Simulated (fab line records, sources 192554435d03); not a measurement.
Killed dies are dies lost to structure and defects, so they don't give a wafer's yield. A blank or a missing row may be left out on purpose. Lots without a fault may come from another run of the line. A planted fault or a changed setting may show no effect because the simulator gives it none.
Split-lot experiment | flow n5_finfet | 7 lots, 39 wafers read, on a route of 1938 steps

THE SPLIT
At N5_BEOL_M7_ILD_DEP_00 (deposits SiCOH lowk from DEMS/porogen, target thk 179.75 nm, time 33.4 s), the setting time_s was moved away from the recipe's 33.4 s on 18 of the 39 wafers read, by -52.9% to +48.5%. The other wafers ran this setting at the recipe's value.

FROM THE SPLIT TO THE READING: what the file shows between them, 1 step
- N5_BEOL_M7_CURE_74: cures SiCOH lowk, time 240 s

THE READING
M7_ILD_THK, in nm, at N5_BEOL_M7_THK_MEAS_01. Fault-free wafers of this fab line usually give 155.1 nm, standard deviation 2.1 nm.

wafer  | tool, chamber at the split | time_s as run, s | against the recipe | M7_ILD_THK, nm | against lot-mates on the recipe
L083.1 | pecvd-02, 0                | 49.6             | +48.5%             | 229.1          | +74.8
L083.2 | pecvd-02, 1                | 49.6             | +48.5%             | 225.4          | +71.1
L083.3 | pecvd-02, 2                | 33.4             | recipe             | 153.3          | -
L083.4 | pecvd-02, 2                | 33.4             | recipe             | 157.0          | -
L083.5 | pecvd-02, 0                | 49.6             | +48.5%             | 231.4          | +77.1
L083.6 | pecvd-02, 1                | 33.4             | recipe             | 152.7          | -
L086.1 | pecvd-04, 2                | 33.4             | recipe             | 155.1          | -
L086.2 | pecvd-04, 0,1              | 15.73            | -52.9%             | 74.4           | -82.1
L086.3 | pecvd-04, 1                | 33.4             | recipe             | 156.2          | -
L086.4 | pecvd-04, 2                | 33.4             | recipe             | 158.3          | -
L086.5 | pecvd-04, 0                | 15.73            | -52.9%             | 76.6           | -79.9
L086.6 | pecvd-04, 0,1              | 15.73            | -52.9%             | 74.2           | -82.3
L089.1 | pecvd-02, 1                | 33.4             | recipe             | 152.8          | -
L089.2 | pecvd-02, 2                | 33.4             | recipe             | 153.9          | -
L089.3 | pecvd-02, 0                | 49.18            | +47.2%             | 227.5          | +73.2
L089.4 | pecvd-02, 1                | 33.4             | recipe             | 156.3          | -
L089.5 | pecvd-02, 0                | 49.18            | +47.2%             | 230.1          | +75.8
L089.6 | pecvd-02, 2                | 49.18            | +47.2%             | 228.9          | +74.6
L088.1 | pecvd-02, 0                | 27.04            | -19.0%             | 125.7          | -30.5
L088.2 | pecvd-02, 2                | 27.04            | -19.0%             | 124.4          | -31.8
L088.3 | pecvd-02, 1                | 27.04            | -19.0%             | 126.0          | -30.2
L088.4 | pecvd-02, 1,2              | 33.4             | recipe             | 156.3          | -
L088.5 | pecvd-02, 0                | 33.4             | recipe             | 156.0          | -
L088.6 | pecvd-02, 1,2              | 33.4             | recipe             | 156.3          | -
L095.1 | pecvd-01, 2                | 17.9             | -46.4%             | 83.2           | -72.9
L095.2 | pecvd-01, 1                | 33.4             | recipe             | 155.3          | -
L095.3 | pecvd-01, 1                | 33.4             | recipe             | 158.4          | -
L095.4 | pecvd-01, 2                | 33.4             | recipe             | 154.5          | -
L095.5 | pecvd-01, 2                | 17.9             | -46.4%             | 86.1           | -70.0
L095.6 | pecvd-01, 1                | 17.9             | -46.4%             | 86.5           | -69.6
L094.1 | pecvd-02, 1                | 46.6             | +39.5%             | 212.5          | +58.3
L094.2 | pecvd-02, 2                | 33.4             | recipe             | 152.9          | -
L094.3 | pecvd-02, 2                | 33.4             | recipe             | 155.4          | -
L094.4 | pecvd-02, 1                | 46.6             | +39.5%             | 215.2          | +61.0
L094.5 | pecvd-02, 1                | 33.4             | recipe             | 154.2          | -
L094.6 | pecvd-02, 2                | 46.6             | +39.5%             | 216.9          | +62.7
L097.2 | pecvd-02, 0                | 33.4             | recipe             | 153.2          | -
L097.3 | pecvd-02, 2                | 33.4             | recipe             | 153.4          | -
L097.6 | pecvd-02, 1                | 33.4             | recipe             | 156.6          | -
Where a row lists several chambers, the file gives one row for several wafers and doesn't say which wafer went through which chamber.

THE FIT
A straight line over all 39 wafers: M7_ILD_THK changes by +1.52 nm for each +1% of time_s; r = +1.00; the points scatter about the line by 1.8 nm.
The same after taking each lot's own level away (the mean of its wafers on the recipe; 39 wafers): +1.54 nm for each +1%; r = +1.00; scatter 1.7 nm.
On that fit, the largest move of time_s shifts the reading by 82 nm.
The lots' own levels span 154.17 to 156.53 nm, that is 1.1 times the standard deviation above.
So the lot-to-lot level changes the slope little: the two slopes agree.
Check: with one of the wafers moved furthest among these (-52.9%) left out of the fit, the line predicts -81.6 nm for it against its lot-mates. It came out at -82.1 nm against them.

OTHER SPLITS ON THESE WAFERS
These wafers also went through other splits before the reading. Each is held against what the fit with the lots' levels taken away leaves over:
other split on the same wafers   | wafers away from the commonest value | r with M7_ILD_THK (lot level and that fit taken away)
N5_BEOL_M1_TRENCH_ETCH_37 time_s | 9                                    | -0.01

THE WHOLE CHAIN: every reading that the file lists as answering this split, in the file's order
step                   | what it does                                                             | reading                                                                                  | change (the file's fit)              | r (the file's)
N5_BEOL_M7_ILD_DEP_00  | deposits SiCOH lowk from DEMS/porogen, target thk 179.75 nm, time 33.4 s | SiCOH_lowk_of_BEOL_M7_ILD_DEP_00.thk_nm (the simulator's own value, which no gauge read) | +1.77 nm for each +1% of the setting | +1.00
N5_BEOL_M7_CURE_74     | cures SiCOH lowk, time 240 s                                             | SiCOH_lowk_of_BEOL_M7_ILD_DEP_00.thk_nm (the simulator's own value, which no gauge read) | +1.54 nm for each +1% of the setting | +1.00
N5_BEOL_M7_THK_MEAS_01 |                                                                          | M7_ILD_THK                                                                               | +1.54 for each +1% of the setting    | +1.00

THE FILE'S OWN FIT
M7_ILD_THK changes by +1.54 nm for each +1% of time_s, r = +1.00.
